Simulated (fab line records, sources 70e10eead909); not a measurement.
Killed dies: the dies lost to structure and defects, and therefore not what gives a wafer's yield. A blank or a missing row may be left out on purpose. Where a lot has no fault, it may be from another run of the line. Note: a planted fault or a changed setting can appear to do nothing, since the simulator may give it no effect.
Which tool did it? | flow nand harc | 12 lots with 36 wafers sampled at 2 steps, on a route of 1302 steps

WHAT EACH GAUGE READ, for each wafer
NHARC_A_M0_OVL_MEAS_10: pitch 160 nm.
lot  | measured     | on         | overlay x nm (nm)
L077 | day 23 18:18 | overlay-02 | 1.7 1.3 1.6
L075 | day 23 19:57 | overlay-02 | 0.1 -0.1 0.4
L080 | day 25 07:31 | overlay-01 | 0.0 0.1 -0.4
L082 | day 26 06:25 | overlay-01 | 0.1 -0.3 -0.4
L083 | day 26 11:21 | overlay-01 | 1.2 0.8 1.7
L084 | day 27 05:50 | overlay-02 | -0.6 -0.5 -1.3
L087 | day 27 12:37 | overlay-02 | 0.1 0.2 -0.1
L090 | day 29 08:25 | overlay-02 | -2.0 -1.7 -1.3
L092 | day 30 05:47 | overlay-02 | -0.3 -0.3 -0.6
L093 | day 30 22:49 | overlay-01 | 0.2 0.4 -0.2
L097 | day 32 09:53 | overlay-02 | -0.5 0.2 -0.3
L096 | day 32 19:20 | overlay-02 | -0.5 -0.5 -0.2

EACH LOT AND THE TOOL THAT RAN IT (in order: tool; ch and the chambers of the sampled wafers; start)
lot  | NHARC_A_BLC_PVD_32
L077 | pvd sputter-02, day 23 18:18 or earlier
L075 | pvd sputter-01, day 23 19:57 or earlier
L080 | pvd sputter-02, day 25 07:31 or earlier
L082 | pvd sputter-02, day 26 06:25 or earlier
L083 | pvd sputter-02, day 26 11:21 or earlier
L084 | pvd sputter-03, day 27 05:50 or earlier
L087 | pvd sputter-03, day 27 12:37 or earlier
L090 | pvd sputter-02, day 29 08:25 or earlier
L092 | pvd sputter-01, day 30 05:47 or earlier
L093 | pvd sputter-02, day 30 22:49 or earlier
L097 | pvd sputter-01, day 32 09:53 or earlier
L096 | pvd sputter-02, day 32 19:20 or earlier
- NHARC_A_BLC_PVD_32: deposits Ti, target thk 5 nm, time 17.7 s.

THE ANSWER, worked out from the rows above alone
Rule: the lots themselves supply what counts as usual. The widest of any qualifying gaps counts: lots, ordered by their means at a reading, are off when they make up no more than a third of the lots, leave a main group of 4 or more, and stand apart from it by 3 or more times the standard deviation of that group's means. A main group is skipped when, at the precision printed for the reading in the tables above, its means are all equal. A lot without any number at a reading at which 4 lots or more have one is off too. All remaining lots with rows at the step are treated as sound.
Across all readings shown, no lot is off: no conclusion can be drawn from this.

WHAT THE SIMULATOR HAD INSERTED
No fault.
